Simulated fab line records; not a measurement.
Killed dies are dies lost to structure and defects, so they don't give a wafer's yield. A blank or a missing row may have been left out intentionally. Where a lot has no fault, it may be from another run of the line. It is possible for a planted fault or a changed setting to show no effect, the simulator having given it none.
Chamber matching || flow nand_harc || pecvd-01 running NHARC_A_M0_DEP_32: 3 sister chambers
The step deposits SiCN, target thk 30 nm. 16 wafers are shown with their chamber, then 8 later ones without.

== EACH WAFER AND ITS CHAMBER ==
{"wafer": "L081.2", "chamber": 1, "heater_power_w (W)": 571, "showerhead_vpp_V (V)": 1342}
{"wafer": "L081.5", "chamber": 1, "heater_power_w (W)": 583, "showerhead_vpp_V (V)": 1340}
{"wafer": "L081.6", "chamber": 0, "heater_power_w (W)": 570, "showerhead_vpp_V (V)": 1361}
{"wafer": "L083.1", "chamber": 0, "heater_power_w (W)": 635, "showerhead_vpp_V (V)": 1379}
{"wafer": "L083.3", "chamber": 2, "heater_power_w (W)": 357, "showerhead_vpp_V (V)": 1352}
{"wafer": "L083.6", "chamber": 2, "heater_power_w (W)": 355, "showerhead_vpp_V (V)": 1339}
{"wafer": "L088.2", "chamber": 2, "heater_power_w (W)": 405, "showerhead_vpp_V (V)": 1337}
{"wafer": "L088.4", "chamber": 0, "heater_power_w (W)": 600, "showerhead_vpp_V (V)": 1428}
{"wafer": "L088.5", "chamber": 2, "heater_power_w (W)": 396, "showerhead_vpp_V (V)": 1346}
{"wafer": "L085.3", "chamber": 2, "heater_power_w (W)": 400, "showerhead_vpp_V (V)": 1348}
{"wafer": "L085.5", "chamber": 2, "heater_power_w (W)": 386, "showerhead_vpp_V (V)": 1375}
{"wafer": "L085.6", "chamber": 0, "heater_power_w (W)": 594, "showerhead_vpp_V (V)": 1384}
{"wafer": "L090.3", "chamber": 1, "heater_power_w (W)": 535, "showerhead_vpp_V (V)": 1362}
{"wafer": "L090.4", "chamber": 2, "heater_power_w (W)": 447, "showerhead_vpp_V (V)": 1340}
{"wafer": "L090.5", "chamber": 1, "heater_power_w (W)": 536, "showerhead_vpp_V (V)": 1330}
{"wafer": "L093.2", "chamber": 1, "heater_power_w (W)": 609, "showerhead_vpp_V (V)": 1338}

SIGNATURES (means of the wafers above)
{"reading": "heater_power_w", "chamber 0": 599.75, "chamber 1": 566.80, "chamber 2": 392.29, "scatter within a chamber": 30.5}
{"reading": "showerhead_vpp_V", "chamber 0": 1388.00, "chamber 1": 1342.40, "chamber 2": 1348.14, "scatter within a chamber": 17.6}
Rule: for a wafer and a chamber, the distance is found by dividing, reading by reading, the gap between the wafer's reading and the chamber's mean by the reading's scatter, squaring, summing and taking the root. The wafer belongs to the nearest chamber; if the next one is less than 2 further off, it can't be placed. The scatter is the square root of a quotient: the sum, over the shown wafers, of each reading's squared deviation from its chamber's mean, divided by wafers minus chambers.

== WAFERS WITH NO CHAMBER GIVEN ==
{"wafer": "L093.3", "heater_power_w (W)": 589, "showerhead_vpp_V (V)": 1375}
{"wafer": "L093.6", "heater_power_w (W)": 626, "showerhead_vpp_V (V)": 1324}
{"wafer": "L094.1", "heater_power_w (W)": 637, "showerhead_vpp_V (V)": 1376}
{"wafer": "L094.4", "heater_power_w (W)": 586, "showerhead_vpp_V (V)": 1325}
{"wafer": "L094.6", "heater_power_w (W)": 409, "showerhead_vpp_V (V)": 1357}
{"wafer": "L096.1", "heater_power_w (W)": 628, "showerhead_vpp_V (V)": 1380}
{"wafer": "L096.2", "heater_power_w (W)": 421, "showerhead_vpp_V (V)": 1377}
{"wafer": "L096.4", "heater_power_w (W)": 646, "showerhead_vpp_V (V)": 1375}

== THE CHAMBER EACH PASSED THROUGH ==
{"wafer": "L093.3", "from the rows above": "can't be placed: 0 or 1", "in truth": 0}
{"wafer": "L093.6", "from the rows above": "can't be placed: 1 or 0", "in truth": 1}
{"wafer": "L094.1", "from the rows above": "can't be placed: 0 or 1", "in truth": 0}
{"wafer": "L094.4", "from the rows above": 1, "in truth": 1}
{"wafer": "L094.6", "from the rows above": 2, "in truth": 2}
{"wafer": "L096.1", "from the rows above": "can't be placed: 0 or 1", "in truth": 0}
{"wafer": "L096.2", "from the rows above": 2, "in truth": 2}
{"wafer": "L096.4", "from the rows above": "can't be placed: 0 or 1", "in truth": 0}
3 of 8 placed correctly. From these rows, 5 cannot be placed; in 5 the true chamber is one of the candidates. 0 placed wrongly.
